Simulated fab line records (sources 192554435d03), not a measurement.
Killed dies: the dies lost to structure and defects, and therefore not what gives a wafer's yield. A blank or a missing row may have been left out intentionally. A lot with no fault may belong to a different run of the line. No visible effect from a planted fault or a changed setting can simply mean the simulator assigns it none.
The tool behind it: which one? | flow n5_finfet | 11 lots with 33 wafers sampled at 3 steps, on a route of 1938 steps

== WHAT THE GAUGES READ, wafer by wafer ==
N5_BEOL_M9_THK_MEAS_01. Usual: M9_ILD_THK typically reads 269 nm, with standard deviation 3.4.
lot  | measured     | on            | M9_ILD_THK (nm) | flag
L223 | day 9 12:36  | film_metro-01 | 265 268 269     |
L224 | day 9 23:23  | film_metro-02 | 269 273 271     |
L225 | day 10 08:58 | film_metro-02 | 267 273 272     |
L226 | day 11 00:31 | film_metro-02 | 269 270 274     |
L234 | day 13 03:16 | film_metro-02 | 266 273 272     |
L239 | day 13 22:58 | film_metro-01 | 269 275 274     |
L238 | day 13 22:08 | film_metro-02 | 266 265 272     |
L241 | day 14 04:46 | film_metro-01 | 265 264 273     |
L243 | day 14 18:34 | film_metro-02 | 269 267 273     |
L244 | day 15 08:26 | film_metro-01 | 266 267 271     |
L246 | day 15 17:14 | film_metro-01 | 270 268 273     |

== TOOL THAT RAN EACH LOT (tool first, then ch and the chambers of the sampled wafers, then the start) ==
lot  | N5_BEOL_M8_STRIP_36                | N5_BEOL_M8_CURE_75
L223 | rie_diel-05 ch 2,3, day 9 08:31    | uv_cure-02 ch 0, day 9 09:33
L224 | rie_diel-02 ch 0,2,3, day 9 19:52  | uv_cure-03 ch 1, day 9 20:16
L225 | rie_diel-02 ch 1,2,3, day 10 04:20 | uv_cure-03 ch 2, day 10 04:44
L226 | rie_diel-06 ch 0,1,2, day 10 21:07 | uv_cure-02 ch 1, day 10 21:36
L234 | rie_diel-02 ch 1,2,3, day 12 23:33 | uv_cure-01 ch 2, day 13 00:01
L239 | rie_diel-05 ch 1,2,3, day 13 18:26 | uv_cure-01 ch 0, day 13 19:08
L238 | rie_diel-06 ch 1,2,3, day 13 18:28 | uv_cure-01 ch 2, day 13 19:23
L241 | rie_diel-06 ch 1,2, day 14 00:46   | uv_cure-03 ch 0, day 14 01:20
L243 | rie_diel-02 ch 1,2,3, day 14 13:41 | uv_cure-01 ch 2, day 14 14:05
L244 | rie_diel-05 ch 0,1,2, day 15 04:21 | uv_cure-03 ch 0, day 15 04:47
L246 | rie_diel-02 ch 1,3, day 15 13:48   | uv_cure-01 ch 1, day 15 14:14
- N5_BEOL_M8_STRIP_36: strips in N2/H2.
- N5_BEOL_M8_CURE_75: cures SiCOH lowk, time 120 s.

== WHAT THE TOOLS THEMSELVES READ (means of the sampled wafers that have a number; where no wafer has one, the mark that the record gives instead) ==
N5_BEOL_M8_STRIP_36. Usual: chamber_pressure_mTorr 20.00 mTorr, standard deviation 0.034; drypump_motor_current_A 5.7 A, standard deviation 0.49; oes_product_au 0.79 a.u., standard deviation 0.086; rf_vpp_V 59.3 V, standard deviation 1.6; showerhead_plenum_p_Torr 2.57 Torr, standard deviation 0.097; throttle_valve_pct 23.7 %, standard deviation 0.31.
lot  | tool        | chamber_pressure_mTorr (mTorr) | drypump_motor_current_A (A) | oes_product_au (a.u.) | rf_vpp_V (V) | showerhead_plenum_p_Torr (Torr) | throttle_valve_pct (%) | flag
L223 | rie_diel-05 | 20.03                          | 5.1                         | 0.76                  | 60.7         | 2.66                            | 23.6                   |
L224 | rie_diel-02 | 20.00                          | 6.0                         | 0.71                  | 58.9         | 2.55                            | 23.6                   |
L225 | rie_diel-02 | 19.99                          | 6.1                         | 0.72                  | 58.9         | 2.60                            | 23.6                   |
L226 | rie_diel-06 | 20.04                          | 5.6                         | 0.77                  | 61.1         | 2.54                            | 24.2                   |
L234 | rie_diel-02 | 20.04                          | 6.1                         | 0.79                  | 59.1         | 2.59                            | 23.5                   |
L239 | rie_diel-05 | 19.99                          | 5.2                         | 0.75                  | 60.2         | 2.62                            | 23.7                   |
L238 | rie_diel-06 | 19.98                          | 5.6                         | 0.80                  | 60.4         | 2.59                            | 24.0                   |
L241 | rie_diel-06 | 19.98                          | 5.4                         | 0.74                  | 59.0         | 2.50                            | 24.2                   |
L243 | rie_diel-02 | 19.93                          | 6.1                         | 0.78                  | 58.1         | 2.58                            | 23.5                   |
L244 | rie_diel-05 | 20.02                          | 5.6                         | 0.80                  | 59.2         | 2.56                            | 23.6                   |
L246 | rie_diel-02 | 20.01                          | 6.0                         | 0.83                  | 58.6         | 2.54                            | 23.4                   |

N5_BEOL_M8_CURE_75. Usual: lamp_power_pct 52.31 %, standard deviation 0.058; wafer_temp_C_max 371.3, standard deviation 0.48.
lot  | tool       | lamp_power_pct (%) | wafer_temp_C_max | flag
L223 | uv_cure-02 | 52.28              | 371.0            |
L224 | uv_cure-03 | 52.31              | 372.1            |
L225 | uv_cure-03 | 52.33              | 371.3            |
L226 | uv_cure-02 | 52.30              | 371.1            |
L234 | uv_cure-01 | 52.28              | 371.6            |
L239 | uv_cure-01 | 52.33              | 372.2            |
L238 | uv_cure-01 | 52.31              | 371.0            |
L241 | uv_cure-03 | 52.27              | 371.8            |
L243 | uv_cure-01 | 52.25              | 371.5            |
L244 | uv_cure-03 | 52.32              | 372.1            |
L246 | uv_cure-01 | 52.35              | 371.2            |

== THE ANSWER, worked out from the rows above alone ==
Rule: take the mean of a lot's wafers that have a number; if it is more than 3 standard deviations from the usual mean, the lot is off. Also off: a lot with no number at a reading for which 4 or more lots have one. Any other lot the step has rows for is counted as sound. After the gauges, taken in route order, come the tools' own readings; for these a lot's mean is taken, as printed above. At the first step where some lot is off, the reading lying furthest off is the one used; lots without a number count as furthest.
Across all readings shown, no lot is off: no conclusion can be drawn from this.

== WHAT THE SIMULATOR PUT IN ==
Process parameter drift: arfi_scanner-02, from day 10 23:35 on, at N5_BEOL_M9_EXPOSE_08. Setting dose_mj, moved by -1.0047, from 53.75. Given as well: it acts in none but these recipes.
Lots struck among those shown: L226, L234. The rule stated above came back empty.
